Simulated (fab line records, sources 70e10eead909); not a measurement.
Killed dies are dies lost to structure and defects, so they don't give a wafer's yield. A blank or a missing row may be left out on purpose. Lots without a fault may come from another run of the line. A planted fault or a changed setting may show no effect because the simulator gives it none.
fab line records | flow nand_harc
record lots=5 wafers=15 last_day=24
route steps=1159 shown A_BONDPAD@1064
lots that met no fault: from a run of the same line without faults
start_h: hours from the record's first day to the start of the lot's first wafer shown | wait_h: hours since the lot's step before | " the same as in the row above | L1.1+2: a row that stands for several wafers | - no value, or no start given | * or withheld: withheld | < > ~ a bound
route shown NAME@n: a module of which the file shows steps, and the number in the route of the first | usual: mean/standard deviation of fault-free wafers | same: alike in all rows | chamber/n: place in a boat | sites: the reading at each site | _std_site: their standard deviation | _edge_site: outer sites' mean less inner sites' | radius_mm: how far each site lies from the wafer's centre | mask NAME#n: copy n | behind: the tool/chamber that last shaped the wafer | hold: why the lot was held/for how many hours/how that ended | device: the transistor (n, p or np) that didn't switch | end of line: the same wafers' tests at the end of the route | a step without rows: its recipe alone | killed: dies lost to structure and defects at the first sort, not the wafer's yield | map: a wafer's dies, x killed, . not, _ none there
set.NAME: the setting as run; set.NAME@STEP: as run at that earlier step | model.NAME: the simulator's own value behind a step, which no gauge read
lots at some steps of the route; a table a step, a row a wafer
services: from which hour (start_h, from the record's first day; less than 0 if before it) a tool's chamber was out of use, for how many hours, and why
## steps
# step NHARC_A_BONDPAD_HMDS_02
# recipe time_s=30
# step NHARC_A_BONDPAD_COAT_33
# recipe temp_c=200 time_s=65
# step NHARC_A_BONDPAD_COAT_03
# recipe spin_rpm=2000 resist_thk_nm=600
# step NHARC_A_BONDPAD_SOFTBAKE_04
# recipe temp_c=125 time_s=70
# step NHARC_A_BONDPAD_EBR_05
# step NHARC_A_BONDPAD_EXPOSE_06
# recipe na=0.55 dose_mj=36.99 mask_id=A_BPAD
# step NHARC_A_BONDPAD_PEB_07
# recipe peb_temp_c=128 peb_time_s=80
# step NHARC_A_BONDPAD_DEVELOP_08
# recipe time_s=50 dev_temp_c=22
# step NHARC_A_BONDPAD_CD_MEAS_09
# recipe target_cd_nm=500 landing_energy_ev=500
# usual cd_nm=499.8/1.3
# columns lot.wafer tool chamber start_h wait_h cd_nm
L156.1 cd_sem-01 0 418.02 - 498.3
L156.2 " 0 " " 500.3
L156.5 " 0 " " 498.1
L165.2 cd_sem-01 0 469.85 - 502.1
L165.4 " 0 " " 499.9
L165.5 " 0 " " 500.5
L167.1 cd_sem-03 0 477.17 - 500.3
L167.3 " 0 " " 501.2
L167.5 " 0 " " 499.2
L172.3 cd_sem-03 0 516.47 - 501.2
L172.4 " 0 " " 501.7
L172.6 " 0 " " 500.9
L177.1 cd_sem-02 0 531.83 - 501.1
L177.3 " 0 " " 500.8
L177.5 " 0 " " 498.8
# step NHARC_A_BONDPAD_OVL_MEAS_35
# usual overlay_x_nm=1/6.3 overlay_y_nm=-2/7
# columns lot.wafer tool chamber start_h wait_h overlay_x_nm overlay_y_nm
L156.1 overlay-01 - 418.11 - -2 0
L156.2 " - " " -1 -1
L156.5 " - " " -1 0
L165.2 overlay-01 - 469.94 - -12 -7
L165.4 " - " " -12 -6
L165.5 " - " " -12 -7
L167.1 overlay-01 - 477.25 - -7 -12
L167.3 " - " " -6 -11
L167.5 " - " " -6 -12
L172.3 overlay-01 - 516.56 - 8 10
L172.4 " - " " 8 10
L172.6 " - " " 9 10
L177.1 overlay-01 - 531.92 - 1 1
L177.3 " - " " 1 1
L177.5 " - " " 0 2
# step NHARC_A_BONDPAD_HARDBAKE_10
# recipe temp_c=118 time_s=65
# step NHARC_A_BONDPAD_DESCUM_11
# recipe time_s=3 o2_flow_sccm=200 ar_flow_sccm=0 bias_power_w=0 chemistry=O2
# usual drypump_motor_current_A=6.0/0.33 o2_flow_sccm=200.0/0.59 oes_product_au=1.000/0.0072 rf_vpp_V=57.7/0.9 showerhead_plenum_p_Torr=1.90/0.085 throttle_valve_pct=11.311/0.0096
# columns lot.wafer tool chamber start_h wait_h drypump_motor_current_A o2_flow_sccm oes_product_au rf_hours_counter_h rf_vpp_V showerhead_plenum_p_Torr throttle_valve_pct
L156.2 rie_diel-04 1 418.23 - 5.6 199.5 1.011 5 57.2 1.90 11.318
L156.1 " 3 " " 5.8 199.8 1.013 4 57.6 2.04 11.302
L156.5 " 1 " " 5.7 199.2 1.002 - 58.7 1.90 11.308
L165.2 rie_diel-03 1 470.08 - 5.7 199.9 1.001 17 57.7 2.00 11.304
L165.4 " 2 " " 6.2 201.4 0.995 16 56.1 1.78 11.320
L165.5 " 3 " " 6.5 200.1 0.998 - 57.9 1.88 11.307
L167.3 rie_diel-04 2 477.38 - 6.2 200.3 0.983 0 57.1 1.90 11.312
L167.1 " 1 " " 5.7 200.5 0.983 0 57.6 1.90 11.303
L167.5 " 2 " " 6.2 199.1 0.993 - 57.1 1.90 11.296
L172.3 rie_diel-03 1 516.70 - 5.7 200.2 1.001 24 58.5 1.99 11.335
L172.6 " 2 " " 6.2 199.9 1.003 - 57.5 1.78 11.311
L172.4 " 1 " " 5.7 200.4 1.000 - 58.4 1.99 11.317
L177.1 rie_diel-08 3 532.05 - 4.8 199.8 1.008 17 57.9 1.78 11.314
L177.3 " 1 " " 5.8 200.5 1.006 19 58.0 1.88 11.301
L177.5 " 3 " " 4.8 199.5 0.994 - 56.8 1.78 11.321
# step NHARC_A_BONDPAD_ETCH_34
# recipe target_depth_a=600 overetch_a=180 time_s=65.91 ion_energy_ev=200 n2_flow_sccm=150 h2_flow_sccm=150 ar_flow_sccm=0 rf_w=400 bias_w=150 chemistry=N2/H2
# usual drypump_motor_current_A=6.00/0.3 n2_flow_sccm=149.9/0.4 oes_product_au=1.001/0.007 rf_vpp_V=430.1/2.9 run_length_s=87.1/0.4 showerhead_plenum_p_Torr=2.03/0.096 throttle_valve_pct=14.171/0.0096
# columns lot.wafer tool chamber start_h wait_h drypump_motor_current_A n2_flow_sccm oes_product_au rf_hours_counter_h rf_vpp_V run_length_s showerhead_plenum_p_Torr throttle_valve_pct
L156.2 rie_diel-04 3 418.32 0.1 5.86 149.8 0.995 4 433.8 87.8 2.17 14.176
L156.1 " 1 " " 5.67 149.9 1.015 5 430.0 86.8 2.03 14.165
L156.5 " 2 " " 6.24 150.2 1.009 - 429.5 87.1 2.02 14.172
L165.2 rie_diel-03 0 470.28 0.2 6.00 149.9 0.999 17 428.7 86.9 2.01 14.182
L165.4 " 1 " " 5.70 149.8 1.008 17 431.9 87.0 2.13 14.166
L165.5 " 2 " " 6.18 149.5 1.010 - 427.2 86.5 1.89 14.192
L167.1 rie_diel-04 1 477.47 0.1 5.68 150.2 1.013 0 431.6 86.6 2.03 14.163
L167.3 " 2 " " 6.24 150.4 1.004 0 430.7 86.6 2.02 14.162
L167.5 " 0 " " 6.22 149.5 0.997 - 425.5 64.8 1.90 14.180
L172.3 rie_diel-03 0 516.78 0.1 5.99 149.8 0.983 23 429.3 86.9 2.01 14.159
L172.4 " 0 " " 5.98 150.4 0.985 - 430.1 86.9 2.01 14.177
L172.6 " 1 " " 5.70 150.2 0.984 - 433.0 86.7 2.13 14.171
L177.1 rie_diel-08 0 532.13 0.1 5.99 150.2 0.998 18 430.5 86.9 2.09 14.157
L177.3 " 2 " " 5.70 150.1 1.006 18 433.8 87.0 2.21 14.167
L177.5 " 1 " " 5.74 150.0 1.019 - 429.2 86.7 2.00 14.154
# step NHARC_A_BONDPAD_ETCH_12
# recipe target_depth_a=2200 time_s=110 chf3_flow_sccm=50 o2_flow_sccm=10 ar_flow_sccm=200 rf_w=500 bias_w=200 chemistry=CHF3/O2
# usual drypump_motor_current_A=6.0/0.31 o2_flow_sccm=9.99/0.033 oes_product_au=0.947/0.022 rf_vpp_V=370.2/2.4 run_length_s=131.2/0.36 showerhead_plenum_p_Torr=2.39/0.1 throttle_valve_pct=20.572/0.0089
# columns lot.wafer tool chamber start_h wait_h drypump_motor_current_A o2_flow_sccm oes_product_au rf_hours_counter_h rf_vpp_V run_length_s showerhead_plenum_p_Torr throttle_valve_pct
L156.2 rie_diel-04 1 - - 5.6 10.00 0.968 5 371.6 130.8 2.39 20.558
L156.1 " 2 " " 6.2 9.95 0.964 5 370.6 131.2 2.38 20.569
L156.5 " 3 " " 5.8 9.98 0.980 - 373.0 131.7 2.55 20.579
L165.2 rie_diel-03 3 - - 6.5 9.98 0.919 16 369.0 131.4 2.37 20.581
L165.4 " 0 " " 6.0 10.03 0.918 17 367.1 131.8 2.37 20.584
L165.5 " 0 " " 6.0 10.02 0.924 - 369.1 131.5 2.37 20.590
L167.3 rie_diel-04 0 - - 6.2 10.01 0.964 0 366.6 131.3 2.24 20.575
L167.1 " 1 " " 5.7 9.97 0.976 0 369.4 131.0 2.39 20.556
L167.5 " 3 " " 5.8 10.00 0.949 - 374.4 131.7 2.55 20.575
L172.3 rie_diel-03 0 - - 6.0 9.96 0.949 23 369.6 131.1 2.37 20.563
L172.6 " 0 " " 6.0 9.99 0.950 - 370.0 131.5 2.37 20.572
L172.4 " 1 " " 5.7 9.99 0.959 - 372.8 130.6 2.50 20.562
L177.3 rie_diel-08 1 - - 5.8 9.95 0.925 19 370.0 130.8 2.36 20.568
L177.1 " 2 " " 5.7 9.97 0.919 18 374.3 130.9 2.59 20.565
L177.5 " 1 " " 5.8 9.97 0.917 - 369.5 131.0 2.36 20.575
## services
# columns tool chamber start_h hours kind
rie_diel-04 0 395.96 - clean
rie_diel-04 1 395.96 - clean
rie_diel-04 2 395.96 - clean
rie_diel-04 3 395.96 - clean
rie_diel-03 0 401.30 - clean
rie_diel-03 1 401.30 - clean
rie_diel-03 2 401.30 - clean
rie_diel-03 2 401.30 - consumable_replace:focus_ring
rie_diel-03 3 401.30 - clean
rie_diel-04 0 420.46 - clean
rie_diel-04 1 420.46 - clean
rie_diel-04 2 420.46 - clean
rie_diel-04 3 420.46 - clean
rie_diel-03 0 426.15 - clean
rie_diel-03 1 426.15 - clean
rie_diel-03 2 426.15 - clean
rie_diel-03 3 426.15 - clean
rie_diel-04 0 444.96 - clean
rie_diel-04 1 444.96 - clean
rie_diel-04 2 453.98 6.0 repair
rie_diel-04 - 465.95 9.0 pm
rie_diel-08 - 478.98 9.0 pm
rie_diel-03 2 479.61 3.9 repair
rie_diel-03 3 500.62 17.4 repair
## key
first_sign step=NHARC_A_BONDPAD_ETCH_34 reading=run_length_s direction=down sigmas=56 usual=* struck=*
effect none on later readings
met_at NHARC_A_BONDPAD_ETCH_34
struck_wafers L167.5
later_rows_left_out L167.5
sort_left_out L167.5
fault kind=process_parameter_drift tool=rie_diel-04 chamber=0 onset_h=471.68 steps=NHARC_A_BONDPAD_ETCH_34 channel=time_s offset=* shape=step end_h=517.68 acts_in=* stated=*
# sort_left_out: the simulated sort isn't trusted on such a fault, so these wafers' sort isn't shown, and their yield isn't known
# later_rows_left_out: the simulator's readings of these wafers behind a module that went badly wrong aren't trusted and aren't shown, but for the sort
